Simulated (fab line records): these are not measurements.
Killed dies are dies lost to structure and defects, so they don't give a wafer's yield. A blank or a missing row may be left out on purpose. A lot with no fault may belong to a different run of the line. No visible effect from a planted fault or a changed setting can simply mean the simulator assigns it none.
A lot that was struck, set against a sound lot    flow n5 finfet    40 out of 1938 route steps
Sound: wafers L307.4, L307.5, L307.6. Struck: wafers L323.3, L323.4, L323.5. The cause is named last.
At each step with rows: each side's tool, then ch and its chambers, then its first start. Under that, the readings that differ: sound wafers    struck wafers    difference of the means    sigmas: that difference in standard deviations of wafers without a fault.
alike: readings whose means differ by less than 2 such deviations, and words and numbers that are the same on both sides. not compared: withheld readings, readings that some wafer has no value for, bounds like >300 that may hide the same value, and numbers for which the record gives no deviation and whose values overlap.
The two part at a step that has a row with sigmas, a row that says differs or no value, or rows on one side only. Numbers that have no deviation but don't overlap get no sigmas and don't part them. Lack of a reading on every wafer of one side parts them only where that side has two or more wafers.

N5_MOL_CONTACT_COAG_SIL_ANNEAL_21: time 60 s.
  sound on rtp anneal-01 ch 0, day 5 08:38; struck on rtp anneal-01 ch 0, day 9 08:25
  alike: lamp power pct, wafer_temp_C_max
N5_MOL_CONTACT_COAG_PRE_CLEAN_141: time 60 s.
  sound on pvd sputter-03 at day 5 09:35; struck on pvd sputter-03 at day 9 10:51
  alike: heater power w
N5_MOL_CONTACT_COAG_SPUTTER_143: material Co, target thk 2.5 nm.
  sound on pvd sputter-03 at day 5 09:38; struck on pvd sputter-03 at day 9 10:55
  alike: throttle valve pct
then, 7 steps without rows for these wafers: N5_MOL_CONTACT_COAG_CO_FILL_22 (material Co, precursor CCTBA/H2, target thk 20 nm); N5_MOL_CONTACT_COAG_ANNEAL_113 (time 300 s); N5_MOL_CONTACT_COAG_PRE_CLEAN_142 (time 60 s); N5_MOL_CONTACT_COAG_SPUTTER_130 (material Co, target thk 47.5 nm); N5_MOL_CONTACT_COAG_PRECLEAN_125 (cleans in DIW, time 57.5 s); N5_MOL_CONTACT_COAG_SRD_126 (dry time 32 s); N5_MOL_CONTACT_COAG_CMP_23 (polishes, stops on SiO2, t overpolish 1.5 s, target thk 0 nm).
N5_MOL_CONTACT_COAG_WET_ETCH_26: target Co, target depth 13 nm.
  sound on wet bench-04 ch 0,1,2, day 5 11:54; struck on wet bench-03 ch 0,1,3, day 9 14:05
then, 14 steps without rows for these wafers: N5_MOL_CONTACT_COAG_WET_ETCH_116 (etches the open film in SC1-inhibited, target depth 4.6 nm, rinse time 30 s); N5_MOL_CONTACT_COAG_ALD_27 (deposits SiOC, target thk 17 nm, pulse time 1.5 s, time 2720 s); N5_MOL_CONTACT_COAG_CMP_28 (polishes, stops on SiNx, t overpolish 0.85 s, target thk 14.522 nm); N5_MOL_CONTACT_COAG_ALD_123 (deposits SiNx, target thk 5 nm, pulse time 1 s, purge time 2 s); N5_MOL_CONTACT_COAG_PECVD_31 (deposits SiO2 from TEOS/O2, target thk 46 nm, time 8.9 s); N5_MOL_CONTACT_COAG_COAT_75 (time 60 s, resist thk 60 nm); N5_MOL_CONTACT_COAG_COAT_76 (time 60 s, resist thk 10 nm); N5_MOL_CONTACT_COAG_COAT_77 (time 60 s, resist thk 10 nm); N5_MOL_CONTACT_COAG_COAT_78 (resist thk 40 nm); N5_MOL_CONTACT_COAG_EBR_80; N5_MOL_CONTACT_COAG_SOFTBAKE_79 (time 60 s); N5_MOL_CONTACT_COAG_EXPOSE_81 (exposes mask VG, defocus 0 nm); N5_MOL_CONTACT_COAG_PEB_82 (peb time 60 s); N5_MOL_CONTACT_COAG_DEVELOP_83 (develop time 30 s).
N5_MOL_CONTACT_COAG_CD_MEAS_84: target cd 25.1 nm.
  sound on cd sem-03 ch 0, day 5 15:07; struck on cd sem-03 ch 0, day 9 17:17
  alike: cd nm
N5_MOL_CONTACT_COAG_OVL_MEAS_85:
  sound on overlay-01 ch 0, day 5 15:10; struck on overlay-02 ch 0, day 9 17:20
  alike: VG_OVL
N5_MOL_CONTACT_COAG_INSPECT_57: inspects for defects (brightfield).
  sound on defect inspect-01 at day 5 15:13; struck on defect inspect-01 at day 9 17:23
  alike: raw defect count
then, 2 steps without rows for these wafers: N5_MOL_CONTACT_COAG_DESCUM_88 (chemistry O2, time 7 s); N5_MOL_CONTACT_COAG_ETCH_89 (etches underlayer in N2/H2, target depth 13 nm, time 10.4 s).
N5_MOL_CONTACT_COAG_ETCH_90: etches SiARC in CF4, target depth 13 nm, time 21.7 s.
  sound on rie diel-05 ch 1,2, day 5 15:17; struck on rie diel-05 ch 1,3, day 9 17:32
  alike: drypump motor current A, etch rf on time s, mfc ar sccm, oes product au, rf vpp V, showerhead plenum p Torr, throttle valve pct
  not compared: rf hours counter h
then, 1 step without rows for these wafers: N5_MOL_CONTACT_COAG_ALD_131 (deposits SiO2, target thk 5 nm, pulse time 1 s, co reactant pulse time 1 s).
N5_MOL_CONTACT_COAG_ETCHBACK_132: etches SiO2 in CHF3, target depth 10 nm, time 6.7 s.
  sound on rie diel-01 ch 0,2,3, day 5 15:37; struck on rie diel-01 ch 0,2,3, day 9 17:47
  alike: drypump motor current A, mfc ar sccm, oes product au, rf vpp V, showerhead plenum p Torr, throttle valve pct
  not compared: rf hours counter h
then, 6 steps without rows for these wafers: N5_MOL_CONTACT_COAG_ETCH_91 (etches SOC in N2/H2, target depth 60 nm, overetch 21 nm, time 101.2 s); N5_MOL_CONTACT_COAG_STRIP_92 (strips in N2/H2); N5_MOL_CONTACT_COAG_STRIP_93 (strips in N2/H2); N5_MOL_CONTACT_COAG_ETCHBACK_135 (etches SiO2 in CHF3, target depth 25 nm, time 16.7 s); N5_MOL_CONTACT_COAG_STRIP_118 (strips in CHF3); N5_MOL_CONTACT_COAG_VIA_ETCH_46 (etches SiO2 in C4F6/O2, target depth 46 nm, overetch 9.2 nm, time 40 s).
-- the record jumps here: 7 days lie between the struck wafers' starts before and after (it left off in module MOL_CONTACT_COAG and takes up again in module PASSIVATION, whose first step shown is number 1936 of the route) --
N5_PASSIVATION_PROBE_49:
  sound on prober-02 at day 13 12:26; struck on prober-01 at day 16 22:29
reading              sound     struck          difference  sigmas
killed at contacts   19 16 12  1106 1086 1048  +1064       +99 or more
killed at front end  24 23 26  35 52 84        +33         +2
killed dies          99 93 84  1180 1180 1180  +1088       +64
killed on rim        11 14 8   152 152 152     +141        +35
  alike: killed_at_M0_to_M3, killed_at_M4_up, killed at other, killed open, killed short

== WHERE THEY PART ==
Within this record, at N5_PASSIVATION_PROBE_49 only.

WHY: what the simulator had put in
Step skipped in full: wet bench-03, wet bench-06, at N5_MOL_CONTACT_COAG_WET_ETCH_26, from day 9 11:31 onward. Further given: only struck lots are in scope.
